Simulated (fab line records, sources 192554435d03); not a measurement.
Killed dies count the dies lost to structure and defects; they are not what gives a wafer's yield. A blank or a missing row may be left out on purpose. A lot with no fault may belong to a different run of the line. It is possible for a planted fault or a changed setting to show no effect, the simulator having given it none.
Lot-split experiment + flow n5-finfet + route with 1938 steps; 7 lots, 21 wafers read

== SPLIT DETAILS ==
At N5_BEOL_M11_COAT_63 (time 60 s, resist thk 100 nm), the setting spin-rpm was moved away from the recipe's 1500 rpm on 13 of the 21 wafers read, by -11.2% to +9.1%. The other wafers ran this setting at the recipe's value.

== FROM THE SPLIT TO THE READING: what the file shows between them, 5 steps ==
- N5_BEOL_M11_COAT_22: resist thk 90 nm (also split here: spin-rpm)
- N5_BEOL_M11_EBR_24
- N5_BEOL_M11_SOFTBAKE_23: time 60 s
- N5_BEOL_M11_DESCUM_33: chemistry O2, time 7.9 s
- N5_BEOL_M11_ETCH_65: etches SiARC in CF4, target depth 39 nm, time 65 s

== THE READING ==
etch.depth-nm (the simulator's own value, which no gauge read), in nm, at N5_BEOL_M11_ETCH_66 (etches SOC in N2/H2, target depth 120 nm, overetch 24 nm, time 180 s). There is no usual value for it anywhere in the file. The 8 wafers here that ran the recipe average 100.07 nm, standard deviation 0.22 nm.

| wafer  | tool, chamber at the split | spin-rpm as run, rpm | against the recipe | etch.depth-nm, nm | against lot-mates on the recipe |
|--------|----------------------------|----------------------|--------------------|-------------------|---------------------------------|
| L088.3 | litho-track-04, 0          | 1500                 | recipe             | 100.2             | -                               |
| L088.5 | litho-track-04, 0          | 1500                 | recipe             | 99.71             | -                               |
| L088.6 | litho-track-04, 0          | 1500                 | recipe             | 100.4             | -                               |
| L089.2 | litho-track-02, 0          | 1500                 | recipe             | 100.1             | -                               |
| L089.6 | litho-track-02, 0          | 1500                 | recipe             | 100.1             | -                               |
| L089.5 | litho-track-02, 0          | 1616                 | +7.7%              | 96.63             | -3.47                           |
| L090.4 | litho-track-02, 0          | 1609                 | +7.3%              | 96.49             | -3.26                           |
| L090.5 | litho-track-02, 0          | 1500                 | recipe             | 99.75             | -                               |
| L090.6 | litho-track-02, 0          | 1609                 | +7.3%              | 96.48             | -3.27                           |
| L091.3 | litho-track-03, 0          | 1332                 | -11.2%             | 106.8             | +6.60                           |
| L091.4 | litho-track-03, 0          | 1500                 | recipe             | 100.2             | -                               |
| L091.5 | litho-track-03, 0          | 1332                 | -11.2%             | 106.4             | +6.20                           |
| L092.2 | litho-track-04, 0          | 1636                 | +9.1%              | 95.62             | no lot-mate on the recipe       |
| L092.4 | litho-track-04, 0          | 1636                 | +9.1%              | 95.37             | no lot-mate on the recipe       |
| L092.5 | litho-track-04, 0          | 1636                 | +9.1%              | 95.01             | no lot-mate on the recipe       |
| L094.1 | litho-track-03, 0          | 1500                 | recipe             | 100.1             | -                               |
| L094.5 | litho-track-03, 0          | 1622                 | +8.1%              | 96.2              | -3.90                           |
| L094.6 | litho-track-03, 0          | 1622                 | +8.1%              | 96.1              | -4.00                           |
| L093.3 | litho-track-04, 0          | 1438                 | -4.1%              | 101.9             | no lot-mate on the recipe       |
| L093.4 | litho-track-04, 0          | 1438                 | -4.1%              | 102               | no lot-mate on the recipe       |
| L093.5 | litho-track-04, 0          | 1438                 | -4.1%              | 102               | no lot-mate on the recipe       |

FIT RESULTS
A straight line over all 21 wafers: etch.depth-nm changes by -0.525 nm for each +1% of spin-rpm; r = -1.00; the points scatter about the line by 0.34 nm.
The same after taking each lot's own level away (the mean of its wafers on the recipe; 15 wafers): -0.52 nm for each +1%; r = -1.00; scatter 0.31 nm.
The reading moves by 5.8 nm for the largest change in spin-rpm, on that fit.
From 99.750 to 100.200 nm: that is the span of the lots' own levels, equal to 2.1 times the standard deviation above.
So the lot-to-lot level changes the slope little: the two slopes agree.
Check: with one of the wafers moved furthest among these (-11.2%) left out of the fit, the line predicts +5.75 nm for it against its lot-mates. Against them it came out at +6.6 nm.

== ADDITIONAL SPLITS CARRIED BY THESE WAFERS ==
Before the reading, these wafers also passed through other splits. Each is held against what the fit with the lots' levels taken away leaves over:
| other split on the same wafers | wafers away from the commonest value | r with etch.depth-nm (lot level and that fit taken away) |
|--------------------------------|--------------------------------------|----------------------------------------------------------|
| N5_BEOL_M10_COAT_22 spin-rpm   | 8                                    | -0.05                                                    |
| N5_BEOL_M11_COAT_22 spin-rpm   | 5                                    | -0.01                                                    |

== THE WHOLE CHAIN: every reading that the file lists as answering this split, in the file's order ==
| step                | what it does                                                         | reading                                                                         | change (the file's fit)               | r (the file's) |
|---------------------|----------------------------------------------------------------------|---------------------------------------------------------------------------------|---------------------------------------|----------------|
| N5_BEOL_M11_COAT_63 | time 60 s, resist thk 100 nm                                         | SOC_of_BEOL_M11_COAT_63.thk-nm (the simulator's own value, which no gauge read) | -0.515 nm for each +1% of the setting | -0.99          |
| N5_BEOL_M11_ETCH_66 | etches SOC in N2/H2, target depth 120 nm, overetch 24 nm, time 180 s | etch.depth-nm (the simulator's own value, which no gauge read)                  | -0.509 nm for each +1% of the setting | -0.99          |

== THE FILE'S OWN FIT ==
etch.depth-nm changes by -0.509 nm for each +1% of spin-rpm, r = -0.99.
